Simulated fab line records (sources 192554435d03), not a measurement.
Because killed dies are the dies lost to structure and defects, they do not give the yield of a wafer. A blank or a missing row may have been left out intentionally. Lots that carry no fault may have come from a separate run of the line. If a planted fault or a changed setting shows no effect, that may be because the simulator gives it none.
fab line records + flow n5-finfet
record
- lots=6
- wafers=15
- last-day=16
route steps=1938 shown MOL_CONTACT_COAG@558 PASSIVATION@1936
lots with no fault: from the same line, run without faults
start-h: the number of hours between the record's first day and the start of the first shown wafer of the lot + wait-h: hours since the lot's step before + " unchanged from the row above + L1.1+2: several wafers, shown together as one row + - no value present, or no start provided + * or withheld: withheld + < > ~ a bound
route shown NAME@n: a module of which the file shows steps, and the number in the route of the first + usual: mean/standard deviation taken from wafers without a fault + same: alike in all rows + chamber/n: place in a boat + sites: each site's reading + _std_site: standard deviation across them + _edge_site: mean of outer sites minus mean of inner sites + radius-mm: for every site, how far away it sits from the centre of the wafer + mask NAME#n: copy n + behind: the most recent tool/chamber to have shaped the wafer + hold: reason for holding the lot/hours on hold/outcome of the hold + device: the n, p or np transistor that did not switch + end of line: the route-end tests of the same wafers + where a step has no rows: the recipe by itself + killed: dies lost to structure and defects at the first sort, not the wafer's yield + map: shows each die of a wafer: x if killed, . if not, _ if none is there
set.NAME: the setting that was run; set.NAME@STEP: the one run at that earlier step + model.NAME: the simulator's own value behind a step, which no gauge read
lots at some steps of the route; a table a step, a row a wafer
services: when a tool's chamber went out of use (start-h, in hours from the record's first day, below 0 if earlier), for how many hours, and the reason
## steps
# step N5_MOL_CONTACT_COAG_WET_ETCH_116
# recipe
- chemistry=SC1-inhibited
- target-depth-nm=4.6
- dry=ipa-marangoni
- rinse-time-s=30
- rinse-temp-c=23
# step N5_MOL_CONTACT_COAG_ALD_27
# recipe
- material=SiOC
- target-thk-a=170
- temp-c=400
- ald-precursor-family=carbosiloxane
- ald-co-reactant=H2-plasma
- pulse-time-s=1.5
- time-s=2720
- purge-time-s=2
- co-reactant-purge-time-s=2
- ald-cycles=340
- pressure-torr=2
# usual
- heater-power-w=839/71
- precursor-pulse-height-rel=1.001/0.019
| lot.wafer | tool       | chamber | start-h | wait-h | heater-power-w | precursor-pulse-height-rel |
|-----------|------------|---------|---------|--------|----------------|----------------------------|
| L131.4    | ald-sin-03 | 1       | 128.57  | 0.2    | 1032           | 1.019                      |
| L131.5    | "          | 2       | "       | "      | 836            | 0.994                      |
| L135.2    | ald-sin-02 | 0       | 146.70  | 0.0    | 825            | 1.013                      |
| L135.6    | "          | 2       | "       | "      | 866            | 0.987                      |
| L137.1    | ald-sin-04 | 3       | 162.60  | 0.0    | 906            | 1.003                      |
| L137.3    | "          | 0       | "       | "      | 796            | 1.022                      |
| L137.6    | "          | 3       | "       | "      | 897            | 1.005                      |
| L139.1    | ald-sin-03 | 2       | 172.80  | 0.0    | 845            | 1.023                      |
| L139.2    | "          | 3       | "       | "      | 737            | 0.966                      |
| L145.1    | ald-sin-04 | 1       | 206.79  | 0.0    | 807            | 0.993                      |
| L145.5    | "          | 2       | "       | "      | 766            | 0.964                      |
| L145.6    | "          | 3       | "       | "      | 903            | 1.023                      |
| L146.1    | ald-sin-02 | 1       | 218.66  | 0.0    | 816            | 0.987                      |
| L146.2    | "          | 3       | "       | "      | 842            | 1.000                      |
| L146.5    | "          | 0       | "       | "      | 848            | 1.039                      |
# step N5_MOL_CONTACT_COAG_CMP_28
# recipe
- stop-on=SiNx
- t-overpolish-s=0.85
- post-cmp-clean=alkaline-brush
- down-force-psi=4.15
- platen-rpm=51.8
- pad-velocity-m-s=1.0307
- target-thk-nm=14.522
# usual
- edge-zone-pressure-frac=1.000/0.005
- motor-current-A=12.7/1.2
- time-to-endpoint-s=4/3
| lot.wafer | tool   | chamber | start-h | wait-h | edge-zone-pressure-frac | motor-current-A | time-to-endpoint-s |
|-----------|--------|---------|---------|--------|-------------------------|-----------------|--------------------|
| L131.4    | cmp-04 | 0       | 130.28  | 0.9    | 0.996                   | 12.3            | 5                  |
| L131.5    | "      | 2       | "       | "      | 0.995                   | 14.6            | 1                  |
| L135.2    | cmp-01 | 2       | 148.46  | 1.0    | 0.998                   | 10.4            | 3                  |
| L135.6    | "      | 0       | "       | "      | 0.994                   | 11.8            | 1                  |
| L137.3    | cmp-01 | 2       | 164.17  | 0.8    | 1.010                   | 10.5            | 4                  |
| L137.1    | "      | 0       | "       | "      | 0.994                   | 12.3            | 1                  |
| L137.6    | "      | 2       | "       | "      | 1.002                   | 10.6            | 2                  |
| L139.2    | cmp-03 | 0       | 174.37  | 0.8    | 0.999                   | 13.6            | 7                  |
| L139.1    | "      | 1       | "       | "      | 0.997                   | 12.1            | 2                  |
| L145.1    | cmp-04 | 2       | 208.36  | 0.8    | 1.009                   | 15.0            | 1                  |
| L145.6    | "      | 2       | "       | "      | 1.000                   | 14.2            | 2                  |
| L145.5    | "      | 3       | "       | "      | 0.989                   | 13.7            | 1                  |
| L146.1    | cmp-01 | 0       | 220.23  | 0.8    | 0.996                   | 11.8            | 2                  |
| L146.2    | "      | 1       | "       | "      | 0.995                   | 12.3            | 3                  |
| L146.5    | "      | 1       | "       | "      | 0.996                   | 12.2            | 4                  |
# step N5_MOL_CONTACT_COAG_THK_MEAS_29
# recipe
- reads=SiNx_of_GATE_CUT_PECVD_57+SiNx_of_GATE_CUT_SAC_CAP_01
# usual
- MD_CAP_THK=17.94/0.11
| lot.wafer | tool          | chamber | start-h | wait-h | MD_CAP_THK[nm] |
|-----------|---------------|---------|---------|--------|----------------|
| L131.4    | film-metro-01 | -       | 130.46  | -      | 17.86          |
| L131.5    | "             | -       | "       | "      | 17.88          |
| L135.2    | film-metro-02 | -       | 148.68  | -      | 18.06          |
| L135.6    | "             | -       | "       | "      | 17.87          |
| L137.1    | film-metro-01 | -       | 164.46  | -      | 18.20          |
| L137.3    | "             | -       | "       | "      | 18.12          |
| L137.6    | "             | -       | "       | "      | 18.03          |
| L139.1    | film-metro-02 | -       | 174.67  | -      | 17.90          |
| L139.2    | "             | -       | "       | "      | 17.99          |
| L145.1    | film-metro-01 | -       | 208.66  | -      | 17.85          |
| L145.5    | "             | -       | "       | "      | 17.81          |
| L145.6    | "             | -       | "       | "      | 18.01          |
| L146.1    | film-metro-02 | -       | 220.53  | -      | 17.90          |
| L146.2    | "             | -       | "       | "      | 17.90          |
| L146.5    | "             | -       | "       | "      | 17.94          |
# step N5_MOL_CONTACT_COAG_ALD_123
# recipe
- material=SiNx
- target-thk-a=50
- temp-c=400
- ald-precursor-family=SiH2I2
- ald-co-reactant=N2/H2-plasma
- pulse-time-s=1
- purge-time-s=2
- co-reactant-purge-time-s=2
- ald-cycles=100
- pressure-torr=2
# usual
- heater-power-w=843/74
- precursor-pulse-height-rel=1.001/0.02
| lot.wafer | tool       | chamber | start-h | wait-h | heater-power-w | precursor-pulse-height-rel |
|-----------|------------|---------|---------|--------|----------------|----------------------------|
| L131.4    | ald-sin-03 | 1       | 130.50  | 0.0    | 1037           | 0.986                      |
| L131.5    | "          | 2       | "       | "      | 859            | 0.967                      |
| L135.2    | ald-sin-02 | 2       | 148.72  | 0.0    | 867            | 0.985                      |
| L135.6    | "          | 0       | "       | "      | 811            | 1.004                      |
| L137.1    | ald-sin-04 | 3       | 164.50  | 0.0    | 918            | 0.975                      |
| L137.3    | "          | 2       | "       | "      | 754            | 0.991                      |
| L137.6    | "          | 0       | "       | "      | 798            | 1.017                      |
| L139.1    | ald-sin-03 | 0       | 174.70  | 0.0    | 889            | 1.010                      |
| L139.2    | "          | 2       | "       | "      | 832            | 1.006                      |
| L145.1    | ald-sin-03 | 3       | 208.88  | 0.2    | 720            | 1.018                      |
| L145.5    | "          | 1       | "       | "      | 1005           | 1.009                      |
| L145.6    | "          | 2       | "       | "      | 845            | 1.031                      |
| L146.1    | ald-sin-04 | 0       | 220.56  | 0.0    | 827            | 1.003                      |
| L146.2    | "          | 1       | "       | "      | 823            | 1.005                      |
| L146.5    | "          | 0       | "       | "      | 804            | 0.996                      |
# step N5_MOL_CONTACT_COAG_PECVD_31
# recipe
- material=SiO2
- target-thk-a=460
- temp-c=400
- precursor=TEOS/O2
- pressure-torr=6.5
- rf-w=withheld
- teos-flow-sccm=withheld
- gas=O2
- flow-sccm=2650
- time-s=8.9
# step N5_MOL_CONTACT_COAG_COAT_75
# recipe
- resist=SOC
- temp-c=250
- time-s=60
- spin-rpm=1500
- resist-thk-nm=60
# step N5_MOL_CONTACT_COAG_COAT_76
# recipe
- resist=SiARC
- temp-c=220
- time-s=60
- spin-rpm=1500
- resist-thk-nm=10
# step N5_MOL_CONTACT_COAG_COAT_77
# recipe
- resist=underlayer
- temp-c=205
- time-s=60
- spin-rpm=1500
- resist-thk-nm=10
# step N5_MOL_CONTACT_COAG_COAT_78
# recipe
- resist=CAR-EUV
- spin-rpm=1500
- resist-thk-nm=40
# step N5_MOL_CONTACT_COAG_EBR_80
# recipe
- solvent=PGMEA
- ebr-width-mm=1.5
# step N5_MOL_CONTACT_COAG_SOFTBAKE_79
# recipe
- temp-c=110
- time-s=60
- resist=CAR-EUV
# step N5_MOL_CONTACT_COAG_EXPOSE_81
# recipe
- mask-id=VG
- na=0.33
- source-shape=annular
- sigma-inner=0.3
- sigma-outer=0.7
- polarization=unpolarized
- defocus-nm=0
- dose-mj=59.5
# usual
- exposure-dose-mJ-cm2=59.33/0.073
| lot.wafer | tool           | chamber | start-h | wait-h | mask | exposure-dose-mJ-cm2 |
|-----------|----------------|---------|---------|--------|------|----------------------|
| L131.4    | euv-scanner-01 | 0       | 131.36  | -      | VG#0 | 59.44                |
| L131.5    | "              | 0       | "       | "      | VG#0 | 59.45                |
| L135.2    | euv-scanner-02 | 0       | 149.55  | -      | VG#0 | 59.24                |
| L135.6    | "              | 0       | "       | "      | VG#0 | 59.24                |
| L137.1    | euv-scanner-02 | 0       | 165.32  | -      | VG#0 | 59.30                |
| L137.3    | "              | 0       | "       | "      | VG#0 | 59.37                |
| L137.6    | "              | 0       | "       | "      | VG#0 | 59.36                |
| L139.1    | euv-scanner-01 | 0       | 175.53  | -      | VG#0 | 59.29                |
| L139.2    | "              | 0       | "       | "      | VG#0 | 59.30                |
| L145.1    | euv-scanner-01 | 0       | 209.72  | -      | VG#0 | 58.00                |
| L145.5    | "              | 0       | "       | "      | VG#0 | 58.08                |
| L145.6    | "              | 0       | "       | "      | VG#0 | 58.00                |
| L146.1    | euv-scanner-01 | 0       | 221.26  | -      | VG#0 | 58.17                |
| L146.2    | "              | 0       | "       | "      | VG#0 | 58.17                |
| L146.5    | "              | 0       | "       | "      | VG#0 | 58.26                |
# step N5_MOL_CONTACT_COAG_PEB_82
# recipe
- peb-temp-c=100
- peb-time-s=60
- resist=CAR-EUV
# step N5_PASSIVATION_PROBE_49
# usual
- killed_at_M0_to_M3=32/9.3
- killed_at_M4_up=14/4.9
- killed-at-contacts=15/7.5
- killed-at-front-end=40/11
- killed-at-other=4/3.3
- killed-dies=104/17
- killed-open=68/14
- killed-short=33/7.9
# same
- gross-dies=1180
- killed-at-back-side=0
| lot.wafer | tool      | chamber | start-h | wait-h | killed_at_M0_to_M3 | killed_at_M4_up | killed-at-contacts | killed-at-front-end | killed-at-other | killed-dies | killed-open | killed-short |
|-----------|-----------|---------|---------|--------|--------------------|-----------------|--------------------|---------------------|-----------------|-------------|-------------|--------------|
| L135.2    | prober-02 | -       | 312.20  | 0.1    | 41                 | 19              | 12                 | 39                  | 11              | 122         | 67          | 52           |
| L135.6    | prober-02 | -       | 312.40  | 0.3    | 50                 | 14              | 14                 | 60                  | 10              | 148         | 100         | 47           |
| L137.1    | prober-02 | -       | 324.86  | 0.0    | 29                 | 8               | 10                 | 41                  | 2               | 90          | 51          | 38           |
| L137.3    | prober-02 | -       | 324.96  | 0.1    | 35                 | 22              | 11                 | 48                  | 2               | 118         | 75          | 41           |
| L137.6    | prober-02 | -       | 325.11  | 0.3    | 38                 | 10              | 5                  | 35                  | 0               | 88          | 49          | 38           |
| L139.1    | prober-02 | -       | 346.06  | 0.0    | 27                 | 16              | 20                 | 54                  | 10              | 127         | 83          | 41           |
| L139.2    | prober-02 | -       | 346.11  | 0.1    | 49                 | 12              | 30                 | 33                  | 6               | 130         | 97          | 32           |
| L145.1    | prober-02 | -       | 374.93  | 0.0    | 24                 | 9               | 18                 | 52                  | 9               | 112         | 61          | 25           |
| L145.5    | prober-02 | -       | 375.13  | 0.2    | 29                 | 9               | 16                 | 48                  | 3               | 105         | 68          | 27           |
| L145.6    | prober-02 | -       | 375.18  | 0.3    | 20                 | 10              | 18                 | 56                  | 1               | 105         | 55          | 37           |
| L146.1    | prober-01 | -       | 390.69  | 0.0    | 46                 | 4               | 6                  | 43                  | 1               | 100         | 56          | 41           |
| L146.2    | prober-01 | -       | 390.74  | 0.1    | 30                 | 11              | 19                 | 35                  | 1               | 96          | 62          | 31           |
| L146.5    | prober-01 | -       | 390.89  | 0.2    | 41                 | 12              | 13                 | 45                  | 4               | 115         | 63          | 37           |
# killed by level:class
L135.2 BEOL_M2:geometric-particle:open=12 GATE_CUT:geometric-particle:short=11 MOL_CONTACT_COAG:geometric-particle:open=11 BEOL_M0_SAQP:geometric-particle:open=9 BEOL_M3:geometric-particle:short=9 FIN_SAQP:geometric-particle:short=8 BEOL_M0_SAQP:geometric-particle:short=6 FIN_SAQP:geometric-particle:open=5
L135.6 BEOL_M0_SAQP:geometric-particle:open=16 MOL_CONTACT_COAG:geometric-particle:open=13 BEOL_M0_SAQP:geometric-particle:short=12 FIN_SAQP:geometric-particle:open=10 FIN_SAQP:geometric-particle:short=10 BEOL_M1:geometric-particle:open=9 BEOL_M4:geometric-particle:open=9 DUMMY_GATE:geometric-particle:open=8
L137.1 FIN_SAQP:geometric-particle:short=12 BEOL_M3:geometric-particle:open=9 FIN_SAQP:geometric-particle:open=6 MOL_CONTACT_COAG:geometric-particle:open=6 STI_FIN_REVEAL:geometric-particle:open=6 BEOL_M0_SAQP:geometric-particle:open=5 BEOL_M0_SAQP:geometric-particle:short=5 DUMMY_GATE:geometric-particle:short=4
L137.3 FIN_SAQP:geometric-particle:short=12 BEOL_M4:geometric-particle:open=12 FIN_SAQP:geometric-particle:open=11 BEOL_M3:geometric-particle:open=9 BEOL_M0_SAQP:geometric-particle:short=9 MOL_CONTACT_COAG:geometric-particle:open=9 BEOL_M2:geometric-particle:open=5 STI_FIN_REVEAL:geometric-particle:open=5
L137.6 FIN_SAQP:geometric-particle:short=16 BEOL_M0_SAQP:geometric-particle:open=15 FIN_SAQP:geometric-particle:open=9 BEOL_M0_SAQP:geometric-particle:short=9 BEOL_M2:geometric-particle:open=9 MOL_CONTACT_COAG:geometric-particle:short=3 BEOL_M4:geometric-particle:short=3 DUMMY_GATE:geometric-particle:open=2
L139.1 MOL_CONTACT_COAG:geometric-particle:open=16 FIN_SAQP:geometric-particle:open=10 STI_FIN_REVEAL:geometric-particle:open=10 BEOL_M4:geometric-particle:open=10 GATE_CUT:geometric-particle:short=9 STI_FIN_REVEAL:geometric-particle:short=7 BEOL_M0_SAQP:geometric-particle:open=6 BEOL_M2:geometric-particle:open=5
L139.2 MOL_CONTACT_COAG:geometric-particle:open=26 STI_FIN_REVEAL:geometric-particle:open=17 BEOL_M0_SAQP:geometric-particle:open=14 BEOL_M0:geometric-particle:open=8 BEOL_M0_SAQP:geometric-particle:short=7 GATE_CUT:geometric-particle:open=5 BEOL_M2:geometric-particle:short=5 BEOL_M3:geometric-particle:open=5
L145.1 MOL_CONTACT_COAG:area-expose=12 FIN_SAQP:geometric-particle:open=11 STI_FIN_REVEAL:geometric-particle:open=7 PASSIVATION:area-etch=7 BEOL_M0_SAQP:geometric-particle:open=6 ILD0:geometric-particle:open=5 BEOL_M0_SAQP:geometric-particle:short=5 MOL_CONTACT_COAG:geometric-particle:open=5
L145.5 FIN_SAQP:geometric-particle:open=14 FIN_SAQP:geometric-particle:short=9 MOL_CONTACT_COAG:geometric-particle:open=8 MOL_CONTACT_COAG:area-expose=8 BEOL_M1:geometric-particle:open=7 ILD0:geometric-particle:open=7 STI_FIN_REVEAL:geometric-particle:open=6 BEOL_M3:geometric-particle:open=6
L145.6 FIN_SAQP:geometric-particle:short=13 FIN_SAQP:geometric-particle:open=10 MOL_CONTACT_COAG:area-expose=9 STI_FIN_REVEAL:geometric-particle:open=7 MOL_CONTACT_COAG:geometric-particle:open=6 BEOL_M4:geometric-particle:open=6 DUMMY_GATE:geometric-particle:short=5 GATE_CUT:geometric-particle:open=4
L146.1 BEOL_M0_SAQP:geometric-particle:short=16 BEOL_M0_SAQP:geometric-particle:open=11 FIN_SAQP:geometric-particle:open=9 FIN_SAQP:geometric-particle:short=8 STI_FIN_REVEAL:geometric-particle:open=7 BEOL_M3:geometric-particle:open=6 STI_FIN_REVEAL:geometric-particle:short=5 GATE_CUT:geometric-particle:short=5
L146.2 MOL_CONTACT_COAG:geometric-particle:open=11 BEOL_M0_SAQP:geometric-particle:short=11 STI_FIN_REVEAL:geometric-particle:open=10 FIN_SAQP:geometric-particle:open=9 BEOL_M0_SAQP:geometric-particle:open=9 BEOL_M2:geometric-particle:open=6 FIN_SAQP:geometric-particle:short=5 MOL_CONTACT_COAG:geometric-particle:short=5
L146.5 BEOL_M0_SAQP:geometric-particle:open=14 FIN_SAQP:geometric-particle:short=12 HKMG_FIN:area-etch=10 STI_FIN_REVEAL:geometric-particle:open=9 BEOL_M2:geometric-particle:open=8 MOL_CONTACT_COAG:geometric-particle:open=7 BEOL_M0_SAQP:geometric-particle:short=5 MOL_CONTACT_COAG:area-expose=5
## services
| tool           | chamber | start-h | hours | kind       |
|----------------|---------|---------|-------|------------|
| euv-scanner-01 | -       | 117.46  | 1.0   | pm         |
| cmp-03         | -       | 128.69  | 10.4  | pm         |
| cmp-01         | -       | 141.81  | 1.9   | repair     |
| cmp-04         | -       | 145.70  | 4.9   | pm         |
| ald-sin-03     | 0       | 149.07  | 8.7   | repair     |
| euv-scanner-02 | -       | 156.86  | 1.0   | pm         |
| ald-sin-03     | -       | 164.77  | 4.3   | pm         |
| cmp-03         | -       | 165.98  | 4.6   | repair     |
| euv-scanner-01 | -       | 173.61  | 1.0   | pm         |
| ald-sin-03     | -       | 176.75  | 14.0  | pm         |
| ald-sin-03     | 0       | 176.75  | 14.0  | vent-cycle |
| ald-sin-03     | 1       | 176.75  | 14.0  | vent-cycle |
| ald-sin-03     | 2       | 176.75  | 14.0  | vent-cycle |
| ald-sin-03     | 3       | 176.75  | 14.0  | vent-cycle |
| euv-scanner-02 | -       | 182.37  | 4.6   | pm         |
| cmp-04         | -       | 184.76  | 10.6  | repair     |
| cmp-01         | -       | 187.15  | 1.7   | repair     |
| ald-sin-03     | 0       | 190.75  | -     | clean      |
| ald-sin-03     | 1       | 190.75  | -     | clean      |
| ald-sin-03     | 2       | 190.75  | -     | clean      |
| cmp-03         | -       | 195.14  | 4.0   | pm         |
| cmp-01         | -       | 207.58  | 2.0   | repair     |
| euv-scanner-02 | -       | 213.01  | 1.0   | pm         |
| euv-scanner-01 | -       | 214.02  | 4.6   | pm         |
## key
first-sign
- step=N5_MOL_CONTACT_COAG_EXPOSE_81
- reading=exposure-dose-mJ-cm2
- direction=down
- sigmas=17
- usual=59.33
- struck=58.11
effect none on later readings
met-at N5_MOL_CONTACT_COAG_EXPOSE_81
struck-wafers L145.1,L145.5,L145.6,L146.1,L146.2,L146.5
tester-left-out L145,L146
loop-trim
- step=N5_MOL_CONTACT_COAG_EXPOSE_81
- setting=dose
- lots=L146
baseline-loss
- step=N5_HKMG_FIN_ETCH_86
- wafers=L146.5
onset-between 175.53 209.72
fault
- kind=process-parameter-drift
- tool=euv-scanner-01
- chamber=-
- onset-h=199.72
- steps=N5_MOL_CONTACT_COAG_EXPOSE_81
- channel=dose-mj
- offset=-1.367
- shape=step
- acts-in=these-recipes-only
- stated=59.5
# tester-left-out: of these lots the tester's yield and bins aren't shown, on N5 and GAA mostly nor the transistor test; their killed dies are dies lost to structure and defects alone, not to doping, threshold or leakage, so they don't give the yield
# loop-trim: a control loop set the setting to another value than it would have without faults
# baseline-loss: these wafers lose ten dies or more at that step, a loss of the line's own and not of a fault; the sort's usual values leave them out
